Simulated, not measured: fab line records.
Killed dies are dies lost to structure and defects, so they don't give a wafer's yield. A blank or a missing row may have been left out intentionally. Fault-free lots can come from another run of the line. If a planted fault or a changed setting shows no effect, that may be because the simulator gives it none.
Matching of chambers ; flow n5-finfet ; 4 sister chambers for N5_HKMG_FIN_ETCH_35 on rie-diel-05
The step etches SOC in N2/H2, target depth 215.8 nm, time 243.4 s. 8 wafers are shown with their chamber, then 7 later ones without.

## WAFERS PAIRED WITH THEIR CHAMBERS
wafer;chamber;showerhead-plenum-p-Torr (Torr);drypump-motor-current-A (A)
L084.1;1;2.35;5.4
L084.2;3;2.62;6.3
L084.5;3;2.62;6.3
L086.1;2;2.72;5.8
L086.4;0;2.65;5.6
L086.5;2;2.72;5.8
L092.1;0;2.64;5.5
L092.3;1;2.34;5.4

## WAFERS WITH NO CHAMBER GIVEN
wafer;showerhead-plenum-p-Torr (Torr);drypump-motor-current-A (A)
L092.5;2.72;5.8
L095.2;2.34;5.4
L095.5;2.34;5.4
L095.6;2.71;5.8
L097.2;2.64;5.6
L097.4;2.61;6.3
L097.6;2.61;6.3

## WHICH CHAMBER EACH WENT THROUGH
wafer;from the rows above;in truth
L092.5;2;2
L095.2;1;1
L095.5;1;1
L095.6;2;2
L097.2;0;0
L097.4;3;3
L097.6;3;3
Placed correctly: 7 of 7. Not placeable from these rows: 0. Number placed wrongly: 0.
How it was worked out, from the rows above alone: a wafer's distance from a chamber is the root of the sum, over the readings, of the square of ((its reading less the chamber's mean) divided by the reading's scatter). If the next closest chamber is less than 2 further off than the closest, the wafer can't be placed; otherwise it belongs to the closest. The mean given for a chamber averages the wafers shown for that chamber. The scatter is the square root of a quotient: the sum, over the shown wafers, of each reading's squared deviation from its chamber's mean, divided by wafers minus chambers.
